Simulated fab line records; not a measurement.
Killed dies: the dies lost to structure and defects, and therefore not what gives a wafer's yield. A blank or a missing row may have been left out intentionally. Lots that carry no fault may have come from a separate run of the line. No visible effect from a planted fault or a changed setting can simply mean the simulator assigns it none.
A struck lot beside a sound one | flow n5_finfet | 16 steps out of a route of 1938
Sound: wafers L512.1, L512.2, L512.5. Struck: wafer L518.4 (left out: L518.5, L518.6 of the same lot, which were not struck); the cause appears at the end.
Each step with rows lists, per side, the tool, then ch with its chambers, then its first start. Under that, the readings that differ: sound wafers | struck wafers | difference of the means | sigmas: that difference in standard deviations of wafers without a fault.
alike: words and numbers the same on both sides, and readings whose means are apart by under 2 such deviations; not compared: readings that were withheld, readings missing a value for some wafer, numbers with overlapping values and no deviation given by the record, and bounds like >300 which may hide the same value.
The two part at a step that has a row with sigmas, a row that says differs or no value, or rows on one side only. Non-overlapping numbers with no deviation appear without sigmas and do not part them. A reading that every wafer of one side lacks parts them only if that side has two wafers or more.

first, 4 steps without rows for these wafers: N5_GATE_CUT_STRIP_42 (strips in O2); N5_GATE_CUT_ETCH_19 (etches SiNx in CH3F/O2, target depth 53.7 nm, time 76.7 s); N5_GATE_CUT_CUT_ETCH_53 (etches W in SF6/Cl2, target depth 79.2 nm); N5_GATE_CUT_CUT_ETCH_54 (etches TiN in Cl2/BCl3, target depth 96.7 nm).
N5_GATE_CUT_CUT_ETCH_55: etches HfO2 in BCl3, target depth 3.2 nm.
  sound on rie_metal-01 ch 0,1, day 7 15:47; struck on rie_metal-01 ch 0, day 8 21:01
  alike: drypump_motor_current_A, oes_product_au, throttle_valve_pct
  not compared: rf_hours_counter_h
N5_GATE_CUT_ETCH_47: etches SiO2 in Cl2/BCl3, target depth 10 nm.
  sound on rie_metal-01 ch 0,1, day 7 15:49; struck on rie_metal-01 ch 0, day 8 21:03
  alike: drypump_motor_current_A, oes_product_au, throttle_valve_pct
  not compared: rf_hours_counter_h
N5_GATE_CUT_VAPOR_ETCH_48: etches TiN in BCl3/Cl2.
  sound on rie_metal-01 ch 0,1, day 7 15:50; struck on rie_metal-01 ch 0, day 8 21:05
  alike: drypump_motor_current_A, oes_product_au
then, 1 step without rows for these wafers: N5_GATE_CUT_VAPOR_ETCH_49 (etches TiAlC in BCl3/Cl2).
N5_GATE_CUT_VAPOR_ETCH_51: etches HfO2 in BCl3/Cl2.
  sound on rie_metal-01 ch 0,1, day 7 15:54; struck on rie_metal-01 ch 0, day 8 21:08
  alike: drypump_motor_current_A, oes_product_au
N5_GATE_CUT_STRIP_21: strips in N2/H2, time 30 s.
  sound on plasma_asher-02 ch 0,1, day 7 15:57; struck on plasma_asher-02 ch 0, day 8 21:12
  alike: drypump_motor_current_A, heater_power_w, temp_c
  not compared: rf_hours_counter_h
then, 2 steps without rows for these wafers: N5_GATE_CUT_STRIP_29 (strips in post etch residue remover, time 60 s); N5_GATE_CUT_SRD_52 (time 30 s).
N5_GATE_CUT_ALD_22: deposits SiNx, target thk 16 nm, pulse time 1 s, ald cycles 320.
  sound on ald_sin-02 ch 1,3, day 7 16:06; struck on ald_sin-01 ch 2, day 8 21:23
  reading                                   | sound       | struck | difference | sigmas
  ald_cycles                                | 320 320 320 | 406    | +86        |
  model.SiNx_of_GATE_CUT_ALD_22.thk_nm (nm) | 16 16 16    | 20.4   | +4.4       |
  alike: heater_power_w, precursor_pulse_height_rel, susceptor_temp_C
  not compared: since_wet_clean_h
N5_GATE_CUT_CMP_23: polishes, stops on SiO2, t overpolish 23.4 s, target thk 16 nm.
  sound on cmp-02 ch 0,1, day 7 17:38; struck on cmp-02 ch 2, day 8 22:56
  reading                                   | sound       | struck | difference | sigmas
  motor_current_A (A)                       | 9.9 8.7 9.2 | 7.1    | -2.2       | -3
  model.SiNx_of_GATE_CUT_ALD_22.thk_nm (nm) | 16 16 16    | 15.6   | -0.4       |
  alike: time_to_endpoint_s
  not compared: pad_life_wafers
N5_GATE_CUT_THK_MEAS_24:
  sound: film_metro-02 at day 7 17:53; struck: film_metro-01 at day 8 23:10
  alike: GC_FILL_THK
-- record jumps: 4 days separate the struck wafers' starts on either side; left off in module GATE_CUT, taken up again in module BEOL_M4, whose first shown step is the route's number 1111 --
N5_BEOL_M4_RC_MEAS_101:
  sound on prober-01 ch 0, day 11 00:01; struck on prober-01 ch 0, day 12 16:26
  alike: DIBL_N, DIBL_P, IOFF_N, IOFF_P, ION_N, ION_P, SS_N, SS_P, VT_N, VT_P

WHERE THEY PART
Within this record, at N5_GATE_CUT_CMP_23 only. Later steps at which nothing parts them and some readings are alike: N5_GATE_CUT_THK_MEAS_24, N5_BEOL_M4_RC_MEAS_101.

WHY: whatever the simulator had introduced
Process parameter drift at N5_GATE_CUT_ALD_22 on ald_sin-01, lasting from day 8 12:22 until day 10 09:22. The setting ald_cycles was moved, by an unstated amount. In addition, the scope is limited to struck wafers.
